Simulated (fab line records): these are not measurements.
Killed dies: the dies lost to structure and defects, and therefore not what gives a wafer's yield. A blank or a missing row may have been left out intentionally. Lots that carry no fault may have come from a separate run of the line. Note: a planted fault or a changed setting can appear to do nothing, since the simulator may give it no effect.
Lot-split experiment	flow n5Finfet	on a route of 1938 steps: 7 lots, 21 wafers read

THE SPLIT ITSELF
At N5_BEOL_M15_SPUTTER_44 (material Ta, target thk 15 nm, time 24.19 s), the setting powerW was moved away from the recipe's 15000 W on 8 of the 21 wafers read, by -17.1% to +6.4%. All remaining wafers had this setting at the recipe value.

Reading taken at the split's own step.

THE READING
Ta_of_BEOL_M15_SPUTTER_44.thkNm (the simulator's own value, which no gauge read), in nm, at N5_BEOL_M15_SPUTTER_44 (material Ta, target thk 15 nm, time 24.19 s). The file does not state a usual value for it. Here, 13 wafers ran the recipe; their average is 15.2 nm with a standard deviation of 0.15 nm.

wafer	tool, chamber at the split	powerW as run, W	against the recipe	Ta_of_BEOL_M15_SPUTTER_44.thkNm, nm	against lot-mates on the recipe
L074.1	pvdSputter-01, -	15000	recipe	15.4	-
L074.4	pvdSputter-01, -	15000	recipe	15.4	-
L074.3	pvdSputter-01, -	15000	recipe	15.2	-
L081.4	pvdSputter-03, -	12500	-16.7%	12.8	-2.8
L081.5	pvdSputter-03, -	12500	-16.7%	12.8	-2.8
L081.6	pvdSputter-03, -	15000	recipe	15.6	-
L084.1	pvdSputter-03, -	12430	-17.1%	12.6	no lot-mate on the recipe
L084.2	pvdSputter-03, -	12430	-17.1%	12.6	no lot-mate on the recipe
L084.6	pvdSputter-03, -	12430	-17.1%	12.8	no lot-mate on the recipe
L086.3	pvdSputter-01, -	15000	recipe	15.2	-
L086.4	pvdSputter-01, -	15000	recipe	15.2	-
L086.5	pvdSputter-01, -	15000	recipe	15.2	-
L089.2	pvdSputter-02, -	13320	-11.2%	13.6	-1.4
L089.3	pvdSputter-02, -	13320	-11.2%	13.4	-1.6
L089.6	pvdSputter-02, -	15000	recipe	15	-
L090.2	pvdSputter-01, -	15000	recipe	15.2	-
L090.3	pvdSputter-01, -	15000	recipe	15.2	-
L090.5	pvdSputter-01, -	15000	recipe	15	-
L091.3	pvdSputter-02, -	15960	+6.4%	16	+0.8
L091.4	pvdSputter-02, -	15000	recipe	15.2	-
L091.6	pvdSputter-02, -	15000	recipe	15.2	-

FIT RESULTS
A straight line over all 21 wafers: Ta_of_BEOL_M15_SPUTTER_44.thkNm changes by +0.147 nm for each +1% of powerW; r = +0.99; the points scatter about the line by 0.14 nm.
The same after taking each lot's own level away (the mean of its wafers on the recipe; 18 wafers): +0.155 nm for each +1%; r = +0.99; scatter 0.14 nm.
Per that fit: largest powerW move, reading shift of 2.7 nm.
Across the lots, their own levels run from 15.00 to 15.60 nm, a range of 3.9 times the standard deviation given above.
So the lot-to-lot level changes the slope little: the two slopes agree.
Check: with one of the wafers moved furthest among these (-16.7%) left out of the fit, the line predicts -2.5 nm for it against its lot-mates. Against them it came out at -2.8 nm.

FILE'S OWN FIT
Ta_of_BEOL_M15_SPUTTER_44.thkNm changes by +0.154 nm for each +1% of powerW, r = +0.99.
